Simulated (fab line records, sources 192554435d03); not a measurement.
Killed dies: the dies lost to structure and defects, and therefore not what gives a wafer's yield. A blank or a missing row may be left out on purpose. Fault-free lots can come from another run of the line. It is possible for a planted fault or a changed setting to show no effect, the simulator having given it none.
fab line records	flow n5_finfet
record lots=6	wafers=18	last_day=19
route steps=1938 shown DUMMY_REMOVAL@378 HKMG_FIN@385 PASSIVATION@1936
lots untouched by any fault: they come from a run of this same line in which no faults occurred
start_h: the number of hours between the record's first day and the start of the first shown wafer of the lot	wait_h: hours elapsed since this lot's preceding step	" the same as in the row above	L1.1+2: several wafers, shown together as one row	- no value, or no start given	* or withheld: withheld	< > ~ a bound
route shown NAME@n: NAME is a module with steps in the file, n the number in the route of the first one	usual: average and standard deviation across the fault-free wafers	same: alike in all rows	chamber/n: place in a boat	sites: each site's reading	_std_site: how widely they spread, as a standard deviation	_edge_site: the outer-site mean with the inner-site mean subtracted	radius_mm: how far each site lies from the wafer's centre	mask NAME#n: copy n	behind: tool/chamber where the wafer was last shaped	hold: the reason the lot was held/the length of the hold in hours/how it ended	device: which transistor (n, p or np) failed to switch	end of line: at the end of the route, the tests of the same wafers	a step given without rows: its recipe and nothing more	killed: count of dies lost to structure and defects at first sort (not the wafer's yield)	map: dies across one wafer; x = killed, . = not, _ = none there
set.NAME: the setting that was run; set.NAME@STEP: the one run at that earlier step	model.NAME: the simulator's own value behind a step, which no gauge read
lots at selected steps of the route; one table per step, one row per wafer
services: when a tool's chamber went out of use (start_h, in hours from the record's first day, below 0 if earlier), for how many hours, and the reason
## steps
# step N5_DUMMY_REMOVAL_STRIP_10
# recipe chemistry=N2/H2	time_s=40	power_w=100	temp_c=40	pressure_mtorr=100	rf_frequency_hz=6e+07	bias_power_w=3	n2_flow_sccm=300	h2_flow_sccm=300
# step N5_DUMMY_REMOVAL_PRECLEAN_07
# recipe chemistry=dHF	time_s=30	temp_c=25	dilution=withheld
# step N5_DUMMY_REMOVAL_DUMMY_REMOVE_02
# recipe chemistry=TMAH	temp_c=70	target=poly-Si	stop_on=SiO2	target_depth_nm=142	conc_wt_pct=5	time_s=57	dry=ipa_marangoni	rinse_time_s=30	rinse_temp_c=23
# step N5_DUMMY_REMOVAL_INSPECT_06
# recipe inspect_instrument=brightfield	mode=aei
# usual raw_defect_count=12/7.1
lot.wafer	tool	chamber	start_h	wait_h	raw_defect_count
L459.1	defect_inspect-02	-	109.54	0.0	15
L459.2	"	-	"	"	9
L459.5	"	-	"	"	30
L460.1	defect_inspect-01	-	115.18	0.0	3
L460.3	"	-	"	"	7
L460.4	"	-	"	"	8
L469.1	defect_inspect-01	-	169.58	0.0	14
L469.3	"	-	"	"	7
L469.5	"	-	"	"	11
L470.1	defect_inspect-01	-	172.51	0.0	4
L470.3	"	-	"	"	3
L470.5	"	-	"	"	7
L471.1	defect_inspect-02	-	178.26	0.0	11
L471.2	"	-	"	"	10
L471.6	"	-	"	"	14
L473.1	defect_inspect-02	-	191.52	0.0	28
L473.4	"	-	"	"	27
L473.6	"	-	"	"	32
# step N5_DUMMY_REMOVAL_PRECLEAN_08
# recipe chemistry=NF3:NH3	afs_cycles=2	temp_c=30	time_s=20	sublimation_temp_c=180	sublimation_time_s=60	pressure_torr=3	rf_power_w=30
# step N5_DUMMY_REMOVAL_PRECLEAN_04
# recipe chemistry=DHF	time_s=37	temp_c=25	dilution=500:1
# step N5_DUMMY_REMOVAL_SRD_05
# recipe dry=ipa_marangoni	do_ppb=5	time_s=30	temp_c=23	rinse_liquid=diw
# step N5_HKMG_FIN_IL_REGROW_00
# recipe material=SiO2	target_thk_a=7.5	chemistry=O3	temp_c=withheld	time_s=30
# step N5_HKMG_FIN_HK_ALD_01
# recipe material=HfO2	target_thk_a=16	temp_c=withheld	ald_precursor_family=HfCl4	ald_co_reactant=H2O	pulse_time_s=3	purge_time_s=3	co_reactant_purge_time_s=2.5	co_reactant_pulse_time_s=0.3	ald_cycles=30
# step N5_HKMG_FIN_HK_ANNEAL_02
# recipe temp_c=700	time_s=30	ambient=N2	idle_temp_c=600	ramp_up_c_per_s=150	ramp_down_c_per_s=60	cool_to_c=600
# step N5_HKMG_FIN_ALD_74
# recipe material=La2O3	target_thk_a=5	temp_c=250	ald_precursor_family=La-Cp	ald_co_reactant=O3	pulse_time_s=6	co_reactant_pulse_time_s=1	purge_time_s=3	co_reactant_purge_time_s=3
# usual heater_power_w=370/35	precursor_pulse_height_rel=1.001/0.02
# same purge_time_s=3
lot.wafer	tool	chamber	start_h	wait_h	heater_power_w	precursor_pulse_height_rel
L459.1	ald_hk-02	1	110.35	0.2	341	1.019
L459.2	"	2	"	"	412	1.004
L459.5	"	0	"	"	401	0.985
L460.1	ald_hk-01	1	116.10	0.2	338	1.022
L460.3	"	2	"	"	337	1.009
L460.4	"	3	"	"	328	0.998
L469.1	ald_hk-01	2	170.34	0.2	325	0.994
L469.3	"	3	"	"	332	1.000
L469.5	"	2	"	"	335	0.999
L470.1	ald_hk-03	1	173.41	0.2	389	1.008
L470.3	"	2	"	"	310	1.010
L470.5	"	1	"	"	389	0.999
L471.1	ald_hk-03	0	179.01	0.2	400	0.986
L471.2	"	2	"	"	306	1.008
L471.6	"	0	"	"	397	0.992
L473.1	ald_hk-03	3	192.28	0.2	384	1.009
L473.4	"	2	"	"	314	1.000
L473.6	"	2	"	"	310	1.011
# step N5_HKMG_FIN_ALD_75
# recipe material=Al2O3	target_thk_a=10	temp_c=150	ald_precursor_family=TMA	ald_co_reactant=H2O	pulse_time_s=withheld	co_reactant_pulse_time_s=1
# usual heater_power_w=160/15	precursor_pulse_height_rel=0.999/0.017
lot.wafer	tool	chamber	start_h	wait_h	heater_power_w	precursor_pulse_height_rel
L459.1	ald_hk-02	1	110.43	0.0	145	1.011
L459.2	"	2	"	"	179	1.035
L459.5	"	0	"	"	177	1.052
L460.1	ald_hk-01	1	116.18	0.0	146	0.997
L460.3	"	2	"	"	143	1.011
L460.4	"	3	"	"	145	0.974
L469.1	ald_hk-01	2	170.49	0.1	139	1.005
L469.3	"	3	"	"	147	0.993
L469.5	"	2	"	"	137	1.006
L470.1	ald_hk-03	1	173.56	0.1	169	0.990
L470.3	"	2	"	"	131	0.996
L470.5	"	1	"	"	169	1.012
L471.1	ald_hk-03	0	179.09	0.0	175	1.009
L471.2	"	2	"	"	136	1.008
L471.6	"	0	"	"	175	1.018
L473.1	ald_hk-03	3	192.36	0.0	163	1.006
L473.4	"	2	"	"	134	1.021
L473.6	"	2	"	"	133	0.982
# step N5_HKMG_FIN_COAT_41
# recipe resist=SOC	temp_c=250	time_s=60	spin_rpm=1500	resist_thk_nm=300
# usual spin_speed_rpm=1500.1/1.1
lot.wafer	tool	chamber	start_h	wait_h	spin_speed_rpm	model.SOC_of_HKMG_FIN_COAT_41.thk_nm
L459.1	litho_track-01	0	110.52	-	1499.5	301.6
L459.2	"	0	"	"	1499.1	302.6
L459.5	"	0	"	"	1497.5	302.2
L460.1	litho_track-04	0	116.28	-	1498.6	300.4
L460.3	"	0	"	"	1499.0	301.2
L460.4	"	0	"	"	1500.0	302
L469.1	litho_track-01	0	170.66	-	1744.1	278.8
L469.3	"	0	"	"	1747.3	279.8
L469.5	"	0	"	"	1744.6	280.2
L470.1	litho_track-02	0	173.73	-	1500.6	300.6
L470.3	"	0	"	"	1501.2	300.4
L470.5	"	0	"	"	1500.7	301.2
L471.1	litho_track-04	0	179.19	-	1499.8	300.4
L471.2	"	0	"	"	1500.0	299.4
L471.6	"	0	"	"	1499.8	300.6
L473.1	litho_track-01	0	192.46	-	1742.8	279.4
L473.4	"	0	"	"	1742.8	278.2
L473.6	"	0	"	"	1743.9	278.8
# step N5_HKMG_FIN_COAT_42
# recipe resist=SiARC	temp_c=220	time_s=60	spin_rpm=1500	resist_thk_nm=35
# step N5_HKMG_FIN_COAT_43
# recipe resist=CAR-ArF	spin_rpm=1500	resist_thk_nm=90
# step N5_HKMG_FIN_EBR_45
# recipe solvent=PGMEA	ebr_width_mm=1.5
# step N5_HKMG_FIN_SOFTBAKE_44
# recipe temp_c=110	time_s=60	resist=CAR-ArF
# step N5_HKMG_FIN_EXPOSE_46
# recipe mask_id=NDIPOLE	na=1.35	source_shape=conventional	sigma_outer=0.8	polarization=unpolarized	dose_mj=40
# step N5_HKMG_FIN_PEB_47
# recipe peb_temp_c=withheld	peb_time_s=60	resist=CAR-ArF
# step N5_HKMG_FIN_DEVELOP_48
# recipe develop_time_s=30	developer=TMAH	resist=CAR-ArF	rinse_liquid=diw	dry=air_spin	dev_temp_c=23
# step N5_HKMG_FIN_CD_MEAS_49
# recipe target_cd_nm=202	landing_energy_ev=500	detector=se_inlens	polarity=opening
# usual cd_nm=202.1/0.63
lot.wafer	tool	chamber	start_h	wait_h	cd_nm
L459.1	cd_sem-01	0	110.89	-	202.5
L459.2	"	0	"	"	203.3
L459.5	"	0	"	"	201.9
L460.1	cd_sem-03	0	116.64	-	201.1
L460.3	"	0	"	"	201.0
L460.4	"	0	"	"	201.0
L469.1	cd_sem-02	0	171.03	-	202.6
L469.3	"	0	"	"	201.8
L469.5	"	0	"	"	202.2
L470.1	cd_sem-01	0	174.10	-	201.9
L470.3	"	0	"	"	202.2
L470.5	"	0	"	"	202.2
L471.1	cd_sem-03	0	179.43	-	202.4
L471.2	"	0	"	"	201.4
L471.6	"	0	"	"	201.6
L473.1	cd_sem-02	0	195.98	-	201.9
L473.4	"	0	"	"	202.0
L473.6	"	0	"	"	202.3
# step N5_HKMG_FIN_OVL_MEAS_50
# recipe points_per_wafer=44
# usual NDIPOLE_OVL=0.1/0.77
lot.wafer	tool	chamber	start_h	wait_h	NDIPOLE_OVL[nm]
L459.1	overlay-02	0	110.92	0.0	-0.5
L459.2	"	0	"	"	-0.3
L459.5	"	0	"	"	-0.6
L460.1	overlay-02	0	116.67	0.0	0.1
L460.3	"	0	"	"	0.1
L460.4	"	0	"	"	-1.0
L469.1	overlay-02	0	171.06	0.0	-0.8
L469.3	"	0	"	"	-0.9
L469.5	"	0	"	"	-1.3
L470.1	overlay-01	0	174.13	0.0	0.5
L470.3	"	0	"	"	1.0
L470.5	"	0	"	"	0.9
L471.1	overlay-02	0	179.46	0.0	0.5
L471.2	"	0	"	"	0.1
L471.6	"	0	"	"	-1.5
L473.1	overlay-02	0	196.01	0.0	-0.3
L473.4	"	0	"	"	-0.6
L473.6	"	0	"	"	-1.1
# step N5_HKMG_FIN_INSPECT_61
# recipe mode=adi	inspect_instrument=macro
# usual raw_defect_count=1.9/1.4
lot.wafer	tool	chamber	start_h	wait_h	raw_defect_count
L459.1	defect_inspect-02	-	110.95	0.0	5
L459.2	"	-	"	"	3
L459.5	"	-	"	"	6
L460.1	defect_inspect-01	-	116.70	0.0	3
L460.3	"	-	"	"	3
L460.4	"	-	"	"	1
L469.1	defect_inspect-01	-	171.08	0.0	0
L469.3	"	-	"	"	2
L469.5	"	-	"	"	1
L470.1	defect_inspect-01	-	174.16	0.0	1
L470.3	"	-	"	"	5
L470.5	"	-	"	"	0
L471.1	defect_inspect-01	-	179.49	0.0	1
L471.2	"	-	"	"	2
L471.6	"	-	"	"	1
L473.1	defect_inspect-02	-	196.03	0.0	2
L473.4	"	-	"	"	1
L473.6	"	-	"	"	1
# step N5_HKMG_FIN_DESCUM_53
# recipe chemistry=O2	time_s=7.9	source_power_w=50	bias_power_w=20	pressure_mtorr=20	rf_frequency_hz=2.712e+07	temp_c=40	resist=CAR-ArF	o2_flow_sccm=225
# step N5_HKMG_FIN_ETCH_54
# recipe chemistry=CF4	target=SiARC	target_depth_a=455	mask_material=CAR-ArF	time_s=75.8	ion_energy_ev=80	pressure_mtorr=40	source_w=545	bias_w=36	Ar_flow_sccm=100	cf4_flow_sccm=100	ends=cleared
# usual drypump_motor_current_A=5.48/0.22	etch_rf_on_time_s=76.1/1.1	oes_product_au=0.68/0.066	rf_vpp_V=184.0/1.1	showerhead_plenum_p_Torr=2.14/0.065	throttle_valve_pct=15.57/0.23
lot.wafer	tool	chamber	start_h	wait_h	drypump_motor_current_A	etch_rf_on_time_s	oes_product_au	rf_hours_counter_h	rf_vpp_V	showerhead_plenum_p_Torr	throttle_valve_pct
L459.1	rie_diel-06	2	111.23	0.0	5.28	75.1	0.63	166	183.2	2.14	15.39
L459.2	"	0	"	"	5.54	76.3	0.65	155	184.2	2.05	15.73
L459.5	"	2	"	"	5.28	75.2	0.64	-	185.0	2.14	15.39
L460.1	rie_diel-06	0	116.90	0.0	5.53	76.9	0.65	158	182.3	2.05	15.72
L460.3	"	2	"	"	5.27	76.1	0.63	169	184.4	2.14	15.41
L460.4	"	0	"	"	5.53	76.8	0.64	-	183.0	2.05	15.75
L469.1	rie_diel-03	0	171.47	0.0	5.46	77.2	0.62	161	184.9	2.14	15.63
L469.3	"	1	"	"	5.47	75.5	0.77	37	184.3	2.17	15.16
L469.5	"	0	"	"	5.47	76.6	0.62	-	184.7	2.14	15.63
L470.1	rie_diel-03	0	174.23	0.0	5.49	76.9	0.62	163	184.2	2.14	15.61
L470.3	"	2	"	"	5.61	76.2	0.64	144	182.2	1.98	15.67
L470.5	"	1	"	"	5.44	74.6	0.77	-	185.0	2.17	15.15
L471.1	rie_diel-03	1	179.62	0.0	5.42	75.9	0.75	41	185.9	2.17	15.17
L471.2	"	2	"	"	5.61	75.5	0.64	146	181.1	1.98	15.68
L471.6	"	2	"	"	5.60	75.8	0.64	-	180.9	1.98	15.69
L473.1	rie_diel-05	2	196.10	0.0	5.91	79.4	0.60	205	182.2	2.13	15.55
L473.4	"	0	"	"	5.14	77.1	0.62	173	184.8	2.22	15.93
L473.6	"	3	"	"	5.59	76.1	0.76	-	183.5	2.19	15.45
# step N5_HKMG_FIN_ETCH_55
# recipe chemistry=N2/H2	target=SOC	target_depth_a=2400	temp_c=40	time_s=300	ion_energy_ev=200	mask_material=SiARC	pressure_mtorr=30	source_w=840	bias_w=150	n2_flow_sccm=200	h2_flow_sccm=200
# usual drypump_motor_current_A=5.49/0.22	oes_product_au=0.79/0.075	rf_vpp_V=523.8/2.5	showerhead_plenum_p_Torr=2.54/0.082	throttle_valve_pct=17.79/0.22
lot.wafer	tool	chamber	start_h	wait_h	drypump_motor_current_A	oes_product_au	rf_hours_counter_h	rf_vpp_V	showerhead_plenum_p_Torr	throttle_valve_pct
L459.1	rie_diel-06	2	111.28	0.0	5.26	0.75	166	523.5	2.54	17.58
L459.2	"	0	"	"	5.56	0.76	155	521.4	2.43	17.93
L459.5	"	2	"	"	5.24	0.75	-	523.9	2.54	17.60
L460.1	rie_diel-06	0	116.96	0.0	5.54	0.76	158	520.3	2.43	17.94
L460.3	"	2	"	"	5.27	0.75	169	524.4	2.53	17.60
L460.4	"	0	"	"	5.54	0.75	-	519.3	2.43	17.93
L469.1	rie_diel-03	0	171.52	0.0	5.44	0.74	161	523.9	2.54	17.76
L469.3	"	1	"	"	5.46	0.89	37	524.7	2.58	17.45
L469.5	"	0	"	"	5.45	0.73	-	522.4	2.54	17.75
L470.1	rie_diel-03	0	174.28	0.0	5.44	0.73	163	522.7	2.54	17.76
L470.3	"	2	"	"	5.61	0.75	144	517.4	2.34	17.83
L470.5	"	1	"	"	5.44	0.88	-	525.4	2.58	17.44
L471.1	rie_diel-03	1	179.67	0.0	5.44	0.89	41	524.9	2.58	17.44
L471.2	"	2	"	"	5.61	0.75	146	517.5	2.34	17.83
L471.6	"	2	"	"	5.60	0.74	-	517.9	2.34	17.81
L473.1	rie_diel-05	2	196.16	0.0	5.89	0.70	205	523.0	2.52	17.67
L473.4	"	0	"	"	5.13	0.73	173	527.5	2.64	18.12
L473.6	"	3	"	"	5.60	0.89	-	525.3	2.59	17.66
# step N5_HKMG_FIN_STRIP_56
# recipe chemistry=N2/H2	temp_c=40	n2_flow_sccm=200	h2_flow_sccm=200	rf_frequency_hz=6e+07
# step N5_HKMG_FIN_STRIP_57
# recipe chemistry=CF4	resist=SiARC	power_w=300	bias_power_w=75	pressure_mtorr=50	cf4_flow_sccm=150	rf_frequency_hz=6e+07
# step N5_HKMG_FIN_ETCH_58
# recipe chemistry=N2/H2	target=SOC	target_depth_a=2158	ion_energy_ev=50	bias_w=13	time_s=741	pressure_mtorr=30	source_w=875	n2_flow_sccm=200	h2_flow_sccm=200
# usual drypump_motor_current_A=5.49/0.22	oes_product_au=0.79/0.076	rf_vpp_V=99.1/0.97	showerhead_plenum_p_Torr=2.54/0.082	throttle_valve_pct=17.74/0.22
lot.wafer	tool	chamber	start_h	wait_h	drypump_motor_current_A	oes_product_au	rf_hours_counter_h	rf_vpp_V	showerhead_plenum_p_Torr	throttle_valve_pct
L459.1	rie_diel-06	2	111.49	0.0	5.28	0.75	166	98.9	2.54	17.54
L459.2	"	0	"	"	5.52	0.75	156	96.8	2.43	17.86
L459.5	"	2	"	"	5.29	0.74	-	100.4	2.54	17.54
L460.1	rie_diel-06	0	117.17	0.0	5.55	0.75	159	98.1	2.42	17.90
L460.3	"	2	"	"	5.28	0.74	169	99.7	2.53	17.55
L460.4	"	0	"	"	5.55	0.76	-	98.7	2.43	17.90
L469.1	rie_diel-03	0	171.73	0.0	5.44	0.73	162	98.3	2.54	17.71
L469.3	"	1	"	"	5.48	0.89	37	98.2	2.58	17.39
L469.5	"	0	"	"	5.42	0.72	-	99.6	2.54	17.70
L470.1	rie_diel-03	0	174.49	0.0	5.45	0.73	163	97.8	2.54	17.72
L470.3	"	2	"	"	5.62	0.76	144	97.4	2.34	17.79
L470.5	"	1	"	"	5.42	0.89	-	100.4	2.58	17.40
L471.1	rie_diel-03	1	179.88	0.0	5.45	0.89	41	99.9	2.58	17.39
L471.2	"	2	"	"	5.61	0.75	146	96.9	2.34	17.79
L471.6	"	2	"	"	5.60	0.75	-	98.7	2.34	17.80
L473.1	rie_diel-05	2	196.37	0.0	5.92	0.70	205	100.6	2.52	17.61
L473.4	"	0	"	"	5.11	0.74	173	98.9	2.64	18.08
L473.6	"	3	"	"	5.59	0.89	-	99.0	2.59	17.61
# step N5_HKMG_FIN_STRIP_93
# recipe chemistry=N2/H2	material=SOC	time_s=20	power_w=500	temp_c=40	pressure_mtorr=50	rf_frequency_hz=6e+07	bias_power_w=8	h2_frac=0.5	n2_flow_sccm=300	h2_flow_sccm=300
# usual drypump_motor_current_A=5.50/0.23	oes_product_au=0.79/0.077	rf_vpp_V=54.2/0.88	showerhead_plenum_p_Torr=3.36/0.1	throttle_valve_pct=18.98/0.25
lot.wafer	tool	chamber	start_h	wait_h	drypump_motor_current_A	oes_product_au	rf_hours_counter_h	rf_vpp_V	showerhead_plenum_p_Torr	throttle_valve_pct	model.SOC_of_HKMG_FIN_COAT_41.thk_nm
L459.1	rie_diel-06	2	111.92	0.2	5.30	0.74	167	53.9	3.35	18.76	74.6
L459.2	"	0	"	"	5.53	0.75	156	54.7	3.21	19.08	80.6
L459.5	"	2	"	"	5.30	0.74	-	52.1	3.35	18.77	74.8
L460.1	rie_diel-06	0	117.59	0.2	5.54	0.75	159	55.1	3.21	19.08	77.2
L460.3	"	2	"	"	5.29	0.74	170	54.0	3.35	18.78	73.2
L460.4	"	0	"	"	5.54	0.75	-	55.0	3.21	19.09	78
L469.1	rie_diel-03	0	172.16	0.2	5.47	0.73	162	56.4	3.36	18.73	58
L469.3	"	1	"	"	5.47	0.90	37	53.4	3.41	18.77	54.2
L469.5	"	0	"	"	5.47	0.73	-	54.4	3.36	18.74	60.6
L470.1	rie_diel-03	0	174.92	0.2	5.47	0.73	163	54.2	3.36	18.73	78.8
L470.3	"	2	"	"	5.62	0.75	144	53.9	3.10	18.87	76.2
L470.5	"	1	"	"	5.46	0.89	-	54.1	3.40	18.77	75.4
L471.1	rie_diel-03	1	180.31	0.2	5.44	0.88	41	55.8	3.40	18.75	73
L471.2	"	2	"	"	5.61	0.75	146	53.3	3.10	18.88	75.2
L471.6	"	2	"	"	5.62	0.75	-	53.4	3.10	18.87	75.6
L473.1	rie_diel-05	2	196.79	0.2	5.90	0.70	205	53.8	3.33	18.62	63.2
L473.4	"	0	"	"	5.11	0.73	174	54.0	3.48	19.20	56.2
L473.6	"	3	"	"	5.60	0.89	-	55.1	3.42	18.80	54.4
# step N5_HKMG_FIN_WET_ETCH_76
# recipe chemistry=dNH4OH	mix=1:50	temp_c=25	target=Al2O3	stop_on=La2O3	target_depth_nm=2.25	dry=ipa_marangoni	rinse_time_s=30	rinse_temp_c=23
# step N5_PASSIVATION_PROBE_49
# usual killed_at_M0_to_M3=36/11	killed_at_M4_up=13/5.1	killed_at_contacts=14/4.9	killed_at_front_end=41/10	killed_at_other=3.4/2.6	killed_dies=107/16	killed_open=70/11	killed_short=36/7.8
# same gross_dies=1180	killed_at_back_side=0
lot.wafer	tool	chamber	start_h	wait_h	killed_at_M0_to_M3	killed_at_M4_up	killed_at_contacts	killed_at_front_end	killed_at_other	killed_dies	killed_open	killed_short
L473.1	prober-01	-	438.61	0.0	25	24	12	37	10	108	66	35
L473.4	prober-01	-	438.76	0.2	24	17	14	30	4	89	57	31
L473.6	prober-01	-	438.86	0.3	25	22	20	58	6	131	81	44
# killed by level:class
L473.1 MOL_CONTACT_COAG:geometric_particle:open=10 BEOL_M4:geometric_particle:open=10 BEOL_M0_SAQP:geometric_particle:open=9 BEOL_M0_SAQP:geometric_particle:short=8 GATE_CUT:geometric_particle:short=6 FIN_SAQP:geometric_particle:open=5 STI_FIN_REVEAL:geometric_particle:open=5 GATE_CUT:geometric_particle:open=5
L473.4 BEOL_M4:geometric_particle:open=11 MOL_CONTACT_COAG:geometric_particle:open=10 FIN_SAQP:geometric_particle:open=8 BEOL_M1:geometric_particle:open=8 BEOL_M0_SAQP:geometric_particle:short=6 FIN_SAQP:geometric_particle:short=4 GATE_CUT:geometric_particle:short=4 MOL_CONTACT_COAG:geometric_particle:short=4
L473.6 STI_FIN_REVEAL:geometric_particle:open=20 MOL_CONTACT_COAG:geometric_particle:open=16 GATE_CUT:geometric_particle:short=11 FIN_SAQP:geometric_particle:open=9 BEOL_M5:geometric_particle:open=8 BEOL_M2:geometric_particle:open=6 BEOL_M0_SAQP:geometric_particle:short=5 MOL_CONTACT_COAG:geometric_particle:short=4
## services
tool	chamber	start_h	hours	kind
rie_diel-06	1	110.57	8.0	repair
rie_diel-05	1	166.89	-	clean
rie_diel-05	1	166.89	-	consumable_replace:focus_ring
ald_hk-02	-	167.58	1.5	repair
litho_track-02	-	185.61	-	consumable_replace:filter
rie_diel-05	2	191.71	1.3	repair
## key
first_sign step=N5_HKMG_FIN_COAT_41	reading=spin_speed_rpm	direction=up	sigmas=99+	usual=*	struck=*
effect none on later readings
model_effect step=N5_HKMG_FIN_COAT_41	value=SOC_of_HKMG_FIN_COAT_41.thk_nm	without=301.1	struck=279.2
model_effect step=N5_HKMG_FIN_STRIP_93	value=SOC_of_HKMG_FIN_COAT_41.thk_nm	without=79.7	struck=57.77
met_at N5_HKMG_FIN_COAT_41
struck_wafers L469.1,L469.3,L469.5,L473.1,L473.4,L473.6
tester_left_out L469,L473
onset_between 110.52 170.66
fault kind=process_parameter_drift	tool=litho_track-01	chamber=-	onset_h=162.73	steps=N5_HKMG_FIN_COAT_41	channel=spin_rpm	offset=*	shape=step	end_h=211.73	acts_in=*	stated=*
# tester_left_out: of these lots the tester's yield and bins aren't shown, on N5 and GAA mostly nor the transistor test; their killed dies are dies lost to structure and defects alone, not to doping, threshold or leakage, so they don't give the yield
